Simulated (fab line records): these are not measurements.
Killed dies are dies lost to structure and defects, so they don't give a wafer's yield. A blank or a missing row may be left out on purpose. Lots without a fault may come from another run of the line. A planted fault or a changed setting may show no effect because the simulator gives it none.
Chamber matching / flow nand-harc / rie-diel-03 running NHARC_P_GATE_DESCUM_93: 4 sister chambers
The step chemistry O2, time 3 s. 8 wafers are shown with their chamber, then 12 later ones without.

== EACH WAFER AND ITS CHAMBER ==
wafer=L083.6; chamber=2; showerhead-plenum-p-Torr (Torr)=2.02; drypump-motor-current-A (A)=6.1
wafer=L084.4; chamber=2; showerhead-plenum-p-Torr (Torr)=2.02; drypump-motor-current-A (A)=6.1
wafer=L084.6; chamber=0; showerhead-plenum-p-Torr (Torr)=1.98; drypump-motor-current-A (A)=5.5
wafer=L085.3; chamber=3; showerhead-plenum-p-Torr (Torr)=2.03; drypump-motor-current-A (A)=4.7
wafer=L085.5; chamber=3; showerhead-plenum-p-Torr (Torr)=2.03; drypump-motor-current-A (A)=4.8
wafer=L089.2; chamber=1; showerhead-plenum-p-Torr (Torr)=1.81; drypump-motor-current-A (A)=5.8
wafer=L089.3; chamber=0; showerhead-plenum-p-Torr (Torr)=1.97; drypump-motor-current-A (A)=5.5
wafer=L089.5; chamber=1; showerhead-plenum-p-Torr (Torr)=1.81; drypump-motor-current-A (A)=5.8

== WAFERS WITHOUT THEIR CHAMBER ==
wafer=L090.1; showerhead-plenum-p-Torr (Torr)=2.03; drypump-motor-current-A (A)=4.8
wafer=L090.2; showerhead-plenum-p-Torr (Torr)=1.97; drypump-motor-current-A (A)=5.5
wafer=L090.6; showerhead-plenum-p-Torr (Torr)=2.03; drypump-motor-current-A (A)=4.7
wafer=L093.4; showerhead-plenum-p-Torr (Torr)=1.97; drypump-motor-current-A (A)=5.5
wafer=L093.5; showerhead-plenum-p-Torr (Torr)=2.03; drypump-motor-current-A (A)=4.8
wafer=L093.6; showerhead-plenum-p-Torr (Torr)=2.02; drypump-motor-current-A (A)=6.1
wafer=L096.2; showerhead-plenum-p-Torr (Torr)=1.81; drypump-motor-current-A (A)=5.7
wafer=L096.5; showerhead-plenum-p-Torr (Torr)=2.03; drypump-motor-current-A (A)=4.8
wafer=L096.6; showerhead-plenum-p-Torr (Torr)=1.97; drypump-motor-current-A (A)=5.5
wafer=L097.1; showerhead-plenum-p-Torr (Torr)=2.02; drypump-motor-current-A (A)=6.1
wafer=L097.2; showerhead-plenum-p-Torr (Torr)=2.03; drypump-motor-current-A (A)=4.8
wafer=L097.5; showerhead-plenum-p-Torr (Torr)=1.81; drypump-motor-current-A (A)=5.8

== WHICH CHAMBER EACH WENT THROUGH ==
wafer=L090.1; from the rows above=3; in truth=3
wafer=L090.2; from the rows above=0; in truth=0
wafer=L090.6; from the rows above=3; in truth=3
wafer=L093.4; from the rows above=0; in truth=0
wafer=L093.5; from the rows above=3; in truth=3
wafer=L093.6; from the rows above=2; in truth=2
wafer=L096.2; from the rows above=1; in truth=1
wafer=L096.5; from the rows above=3; in truth=3
wafer=L096.6; from the rows above=0; in truth=0
wafer=L097.1; from the rows above=2; in truth=2
wafer=L097.2; from the rows above=3; in truth=3
wafer=L097.5; from the rows above=1; in truth=1
Placed correctly: 12 of 12. Can't be placed from these rows: 0. Number placed wrongly: 0.
How it was worked out, from the rows above alone: a wafer's distance from a chamber is the root of the sum, over the readings, of the square of ((its reading less the chamber's mean) divided by the reading's scatter). If the next closest chamber is less than 2 further off than the closest, the wafer can't be placed; otherwise it belongs to the closest. Each chamber's mean is taken over the wafers shown for it. How the scatter is found: for the shown wafers, subtract from each reading the mean of its chamber, square and add these, divide the total by (wafers less chambers), then take the root.
